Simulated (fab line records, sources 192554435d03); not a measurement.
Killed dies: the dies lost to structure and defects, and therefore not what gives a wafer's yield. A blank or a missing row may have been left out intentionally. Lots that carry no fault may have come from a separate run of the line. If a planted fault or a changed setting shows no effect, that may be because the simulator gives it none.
8D (eight disciplines) problem report, filled in by code / flow n5_finfet / the parts of the form that need people (team, actions taken, sign-off) are left out

## 1. PROBLEM STATEMENT
Mean of trench_depth_nm at N5_BEOL_M5_OCD_MEAS_38: 4.5 nm across 3 wafers in 2 lots; on wafers with no fault it is 71.1 nm (standard deviation 1.4). That puts it -48 standard deviations away from the usual mean.
The first sign was on wafer L784.2 at day 11 22:32, on ocd-02. Wafers with a number at this step in the record: 24, from 8 lots. Rule for "out" (also "out of limits"): further than 4 standard deviations from the usual mean. All remaining wafers that have a number are taken as sound.

## 2. WHAT IT IS; WHAT IT IS NOT
question=which readings at this step | is=trench_depth_nm | is not=-
question=which lots | is=L781, L784 | is not=L770, L775, L780, L782, L791, L792
question=which wafers of those lots | is=L781.4, L784.2, L784.6 | is not=L781.3, L781.5, L784.3
question=read on which gauges | is=ocd-02 | is not=ocd-01
question=when | is=from day 11 22:32 | is not=up to then (13 sound wafers); but 8 sound wafers of L781, L791, L792 came after

## 3. SUSPECTS, AND WHAT RULES EACH OUT
Counting: a tool at a process step up to the reading stays a suspect if it ran every lot that is out. Sound lots after the first of them don't rule it out here, since some wafers of a struck lot are sound.
- the gauge at N5_BEOL_M5_OCD_MEAS_38: ruled out. All the wafers that are out were read on ocd-02, but those of them that N5_BEOL_M5_VIA_ETCH_34 has rows for are out there too, on other tools.
- rie_metal-01 at N5_BEOL_M5_HM_OPEN_17 (chemistry Cl2/BCl3, target TiN, target depth 20 nm, overetch 6 nm): kept. It ran every lot that is out, first L784 (day 11 20:19); its last sound lot up to then is L782 (day 11 20:08).
After counting, what remains is rie_metal-01 at N5_BEOL_M5_HM_OPEN_17.

## 4. THE CAUSE (what the simulator had put in)
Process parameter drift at N5_BEOL_M5_HM_OPEN_17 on rie_metal-01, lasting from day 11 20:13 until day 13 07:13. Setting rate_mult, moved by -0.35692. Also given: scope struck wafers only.
After counting, this tool was the only one left.

## 5. THE CHAIN OF EFFECTS, in route order
Rows list readings where the struck wafers' mean (over those with a number) sits beyond 3 standard deviations from the usual. Only readings for which the record gives a usual standard deviation are gone through. hours: the time from each lot's start at the first step in this table that gives one to its start at this step, as a median over the lots. sigmas: the change in usual standard deviations.
hours=0; step=N5_BEOL_M5_VIA_ETCH_34; reading=oes_product_au; usual=0.77 a.u.; on struck wafers=0.29; change=-0.48; sigmas=-5.5
hours=0; step=N5_BEOL_M5_OCD_MEAS_38; reading=trench_depth_nm; usual=71.1 nm; on struck wafers=4.5; change=-66.6; sigmas=-48
hours=121; step=N5_PASSIVATION_PROBE_49; reading=defect_limited_yield; usual=91.4 %; on struck wafers=4.7; change=-86.7; sigmas=-62
hours=121; step=N5_PASSIVATION_PROBE_49; reading=killed_at_M4_up; usual=13; on struck wafers=1049; change=+1036; sigmas=+99 or more
hours=121; step=N5_PASSIVATION_PROBE_49; reading=killed_dies; usual=102; on struck wafers=1124; change=+1022; sigmas=+60
hours=121; step=N5_PASSIVATION_PROBE_49; reading=killed_on_rim; usual=14; on struck wafers=133; change=+119; sigmas=+28
hours=121; step=N5_PASSIVATION_PROBE_49; reading=sort_bin_5_function; usual=5.1 %; on struck wafers=92.0; change=+86.9; sigmas=+89
hours=121; step=N5_PASSIVATION_PROBE_49; reading=sort_n_pass; usual=1077; on struck wafers=56; change=-1021; sigmas=-49
hours=121; step=N5_PASSIVATION_PROBE_49; reading=sort_yield_pct; usual=91.3 %; on struck wafers=4.7; change=-86.6; sigmas=-51
It contains these process steps:
- N5_BEOL_M5_VIA_ETCH_34: etches SiCOH lowk in C4F6/O2, target depth 88.3 nm, time 39.2 s.
- N5_PASSIVATION_PROBE_49
Readings that are blank on the struck wafers while sound wafers have them: cd_nm at N5_BEOL_M5_CD_MEAS_35; M5_THK at N5_BEOL_M5_THK_MEAS_53.

## 6. WHAT WOULD HAVE CAUGHT IT SOONER
Counted from the fault's start at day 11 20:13, it took 2 hours until the first out-of-limits reading at a measuring or inspecting step in this record, taken at day 11 22:32.
An alarm limit of 4 standard deviations would not have fired on the tool readings at N5_BEOL_M5_HM_OPEN_17 for which the record gives a usual standard deviation, since none of them was out on any struck wafer.
Lots out: 2; of these, L781 started N5_BEOL_M5_HM_OPEN_17 on rie_metal-01 after day 11 22:32. It would have been spared by a hold on the tool at that moment.
